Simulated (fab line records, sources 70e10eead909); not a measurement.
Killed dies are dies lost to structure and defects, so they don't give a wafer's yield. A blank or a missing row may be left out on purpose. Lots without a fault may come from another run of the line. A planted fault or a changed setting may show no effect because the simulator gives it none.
Which tool did it? | flow nand_harc | 12 lots, 36 wafers sampled, at 3 steps of a route of 1302

WHAT THE GAUGES READ, wafer by wafer
NHARC_A_DECK1_JOINT_THK_MEAS_17: measures by ellipsometry.
lot  | measured     | on            | thk_nm (nm)
L075 | day 12 21:42 | film_metro-02 | 45.2 44.0 46.3
L076 | day 13 05:02 | film_metro-01 | 46.5 45.4 44.8
L079 | day 14 07:23 | film_metro-01 | 45.3 46.2 47.1
L082 | day 15 13:04 | film_metro-02 | 46.9 44.2 46.7
L083 | day 16 05:50 | film_metro-01 | 43.9 46.5 47.0
L085 | day 17 07:43 | film_metro-01 | 44.5 43.9 45.4
L086 | day 17 16:52 | film_metro-02 | 46.4 46.2 46.0
L089 | day 18 21:19 | film_metro-01 | 46.0 44.9 47.2
L090 | day 19 04:13 | film_metro-02 | 44.6 46.1 46.3
L094 | day 20 08:08 | film_metro-01 | 45.1 44.6 48.1
L095 | day 21 12:23 | film_metro-02 | 44.1 45.3 46.8
L097 | day 22 02:26 | film_metro-02 | 45.0 44.6 45.1

WHICH TOOL RAN EACH LOT (tool, then ch and the chambers of the sampled wafers, then the start)
lot  | NHARC_A_DECK1_JOINT_CMP_13    | NHARC_A_DECK1_JOINT_DEP_16
L075 | cmp-02 ch 0,1,3, day 11 18:43 | pecvd-01 ch 1,2, day 12 21:25
L076 | cmp-03 ch 0,1, day 12 08:59   | pecvd-02 ch 0,1,2, day 13 04:43
L079 | cmp-04 ch 0,2,3, day 13 08:56 | pecvd-02 ch 0,1, day 14 07:08
L082 | cmp-03 ch 0,1,2, day 14 15:07 | pecvd-02 ch 0,1,2, day 15 12:47
L083 | cmp-03 ch 0,2,3, day 15 06:15 | pecvd-04 ch 0,2, day 16 05:33
L085 | cmp-03 ch 0,3, day 16 03:06   | pecvd-02 ch 0,2, day 17 07:26
L086 | cmp-03 ch 0,1,3, day 16 17:51 | pecvd-02 ch 1,2, day 17 16:37
L089 | cmp-04 ch 1,3, day 17 20:52   | pecvd-04 ch 0,1,2, day 18 21:02
L090 | cmp-04 ch 0,2, day 18 04:18   | pecvd-02 ch 0,1,2, day 19 03:56
L094 | cmp-04 ch 1,2,3, day 19 11:16 | pecvd-01 ch 0,1,2, day 20 07:51
L095 | cmp-03 ch 1,2, day 20 07:58   | pecvd-02 ch 0,1,2, day 21 12:11
L097 | cmp-03 ch 0,2, day 21 02:21   | pecvd-01 ch 0,1,2, day 22 02:10
- NHARC_A_DECK1_JOINT_CMP_13: polishes, target thk 51.023 nm.
- NHARC_A_DECK1_JOINT_DEP_16: deposits SiO2, target thk 45 nm.

THE ANSWER, worked out from the rows above alone
Rule: what is usual is taken from the lots themselves. Put in order of their means at a reading, lots are off if they are a third of the lots or fewer, leave a main group of 4 or more, and stand apart from it by a gap of 3 or more times the standard deviation of the main group's means; of several such gaps the widest counts. A main group whose means are all the same, to the digits that the tables above print for the reading, isn't used. A lot without any number at a reading at which 4 lots or more have one is off too. The other lots that the step has rows for count as sound.
No lot is off at any reading shown: from this, nothing can be told.

WHAT THE SIMULATOR HAD PUT IN
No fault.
